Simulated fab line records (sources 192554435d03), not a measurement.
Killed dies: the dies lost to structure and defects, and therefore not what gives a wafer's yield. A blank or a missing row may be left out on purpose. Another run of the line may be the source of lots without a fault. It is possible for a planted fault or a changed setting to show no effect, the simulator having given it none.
Matching of chambers :: flow n5Finfet :: N5_BEOL_M5_CURE_79 on uvCure-03: 3 sister chambers
The step cures SiCOH lowk, time 240 s. 18 wafers are shown with their chamber, then 9 later ones without.

EACH WAFER AND ITS CHAMBER
wafer: L077.1
chamber: 0
wafer_temp_C_max: 385.6
lampPowerPct (%): 52.29

wafer: L077.2
chamber: 0
wafer_temp_C_max: 386.7
lampPowerPct (%): 52.27

wafer: L077.5
chamber: 0
wafer_temp_C_max: 386.3
lampPowerPct (%): 52.24

wafer: L080.1
chamber: 1
wafer_temp_C_max: 388.4
lampPowerPct (%): 52.41

wafer: L080.2
chamber: 1
wafer_temp_C_max: 388.2
lampPowerPct (%): 52.37

wafer: L080.3
chamber: 1
wafer_temp_C_max: 387.2
lampPowerPct (%): 52.27

wafer: L080.4
chamber: 1
wafer_temp_C_max: 387.9
lampPowerPct (%): 52.25

wafer: L080.5
chamber: 1
wafer_temp_C_max: 387.6
lampPowerPct (%): 52.29

wafer: L080.6
chamber: 1
wafer_temp_C_max: 387.5
lampPowerPct (%): 52.39

wafer: L082.1
chamber: 2
wafer_temp_C_max: 385.6
lampPowerPct (%): 52.39

wafer: L082.4
chamber: 2
wafer_temp_C_max: 385.8
lampPowerPct (%): 52.38

wafer: L082.5
chamber: 2
wafer_temp_C_max: 385.6
lampPowerPct (%): 52.36

wafer: L084.2
chamber: 0
wafer_temp_C_max: 386.0
lampPowerPct (%): 52.19

wafer: L084.3
chamber: 0
wafer_temp_C_max: 386.0
lampPowerPct (%): 52.28

wafer: L084.4
chamber: 0
wafer_temp_C_max: 385.8
lampPowerPct (%): 52.27

wafer: L083.2
chamber: 1
wafer_temp_C_max: 388.3
lampPowerPct (%): 52.34

wafer: L083.5
chamber: 1
wafer_temp_C_max: 388.6
lampPowerPct (%): 52.31

wafer: L083.6
chamber: 1
wafer_temp_C_max: 387.3
lampPowerPct (%): 52.32

SIGNATURES (averages over the wafers above)
reading: wafer_temp_C_max
chamber 0: 386.067
chamber 1: 387.889
chamber 2: 385.667
scatter within a chamber: 0.437

reading: lampPowerPct
chamber 0: 52.2567
chamber 1: 52.3278
chamber 2: 52.3767
scatter within a chamber: 0.0454
Rule: distance of a wafer from a chamber = root of the sum over the readings of ((wafer's reading minus chamber's mean) / reading's scatter) squared. If the next closest chamber is less than 2 further off than the closest, the wafer can't be placed; otherwise it belongs to the closest. How the scatter is found: for the shown wafers, subtract from each reading the mean of its chamber, square and add these, divide the total by (wafers less chambers), then take the root.

WAFERS MISSING THEIR CHAMBER
wafer: L087.1
wafer_temp_C_max: 388.5
lampPowerPct (%): 52.21

wafer: L087.3
wafer_temp_C_max: 388.4
lampPowerPct (%): 52.34

wafer: L087.4
wafer_temp_C_max: 388.4
lampPowerPct (%): 52.36

wafer: L089.1
wafer_temp_C_max: 386.7
lampPowerPct (%): 52.33

wafer: L089.2
wafer_temp_C_max: 385.6
lampPowerPct (%): 52.34

wafer: L089.3
wafer_temp_C_max: 385.8
lampPowerPct (%): 52.34

wafer: L097.3
wafer_temp_C_max: 388.0
lampPowerPct (%): 52.22

wafer: L097.4
wafer_temp_C_max: 388.1
lampPowerPct (%): 52.29

wafer: L097.5
wafer_temp_C_max: 387.9
lampPowerPct (%): 52.35

WHICH CHAMBER EACH WENT THROUGH
wafer: L087.1
from the rows above: 1
in truth: 1

wafer: L087.3
from the rows above: 1
in truth: 1

wafer: L087.4
from the rows above: 1
in truth: 1

wafer: L089.1
from the rows above: can't be placed: 0 or 2 or 1
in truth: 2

wafer: L089.2
from the rows above: can't be placed: 2 or 0
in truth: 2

wafer: L089.3
from the rows above: can't be placed: 2 or 0
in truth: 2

wafer: L097.3
from the rows above: 1
in truth: 1

wafer: L097.4
from the rows above: 1
in truth: 1

wafer: L097.5
from the rows above: 1
in truth: 1
6 of 9 placed correctly. Can't be placed from these rows: 3 (the true chamber is among the candidates in 3). Wrongly placed: 0.
